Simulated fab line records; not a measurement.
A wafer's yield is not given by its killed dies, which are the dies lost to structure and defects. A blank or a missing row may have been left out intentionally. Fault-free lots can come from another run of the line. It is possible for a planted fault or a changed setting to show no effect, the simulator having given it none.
One fault seen from 3 desks | flow n5Finfet | every desk sees just its own numbers, and what lay behind them comes last

== THE METROLOGY DESK ==
What the gauges read, lot by lot, whatever tool the lot ran on: means of the sampled wafers that have a number. Any lot whose mean is over 4 standard deviations away from the usual mean is out of limits and marked OUT; that distance is given in the brackets.
Columns: A = M14_THK at N5_BEOL_M14_THK_MEAS_50, usual 570 nm
lot  | first seen here | A
L867 | day 11 11:11    | 567
L866 | day 11 11:13    | 561
L870 | day 11 21:01    | 571
L869 | day 12 00:46    | 565
L872 | day 12 14:56    | 559
L875 | day 13 19:57    | 561
L879 | day 14 20:42    | 572
L882 | day 15 08:40    | 577
L883 | day 15 18:46    | 579
L886 | day 16 16:05    | 587
L888 | day 16 23:47    | 551
Result from this desk: across the 11 lots, nothing is out of limits.

== THE DEFECT DESK ==
Counts from the inspections along the route, per lot, as means over the sampled wafers that have a number. Any lot whose mean is over 4 standard deviations away from the usual mean is out of limits and marked OUT; that distance is given in the brackets.
Columns: A = rawDefectCount at N5_BEOL_M15_INSPECT_12, usual 2.1
lot  | first seen here | A
L867 | day 11 12:06    | 2.3
L866 | day 11 12:16    | 2.3
L870 | day 11 21:49    | 2.0
L869 | day 12 01:43    | 2.3
L872 | day 12 15:47    | 2.7
L875 | day 13 20:51    | 2.3
L879 | day 14 21:38    | 1.7
L882 | day 15 09:35    | 1.7
L883 | day 15 19:41    | 2.0
L886 | day 16 17:01    | 1.3
L888 | day 17 00:42    | 1.0
Result from this desk: across the 11 lots, nothing is out of limits.

== FOR THE TOOL OWNER'S DESK: lithoTrack-03 ==
The tool's own readings at N5_BEOL_M15_COAT_56 (time 60 s, resist thk 550 nm): means of the sampled wafers that have a number, for each lot that ran on this tool. Any lot whose mean is over 4 standard deviations away from the usual mean is out of limits and marked OUT; that distance is given in the brackets.
Columns: A = heaterPowerTotalW at N5_BEOL_M15_COAT_56, usual 500.4 W; B = plateTempC at N5_BEOL_M15_COAT_56, usual 250.00 C
lot  | first seen here | A               | B
L866 | day 11 12:56    | 500.4           | 250.03
L869 | day 12 03:15    | 500.2           | 249.95
L875 | day 13 21:26    | 434.5 (-37) OUT | 223.86 (-99 or more) OUT
L879 | day 14 22:12    | 436.9 (-35) OUT | 223.97 (-99 or more) OUT
This desk's finding: out of limits on L875, L879; first on L875, day 13 21:26 (heaterPowerTotalW at N5_BEOL_M15_COAT_56). L866, L869 stayed within limits.

== PUT TOGETHER ==
The tool owner's desk could have raised an alarm at day 13 21:26, on L875, L879.
The metrology desk saw nothing out of limits.
The defect desk saw nothing out of limits.
The metrology desk holds a record of L875, L879, inside its limits.
The defect desk has L875, L879 on record, within its limits.
Of the lots named, all ran N5_BEOL_M15_COAT_56 on lithoTrack-03.

== WHAT THE SIMULATOR PUT IN ==
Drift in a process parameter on lithoTrack-03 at N5_BEOL_M15_COAT_56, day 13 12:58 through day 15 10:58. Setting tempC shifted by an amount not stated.
Lots struck among those shown: L875, L879.
Time in hours from fault onset to the first out-of-limits reading at each desk: the tool owner's desk, 8.
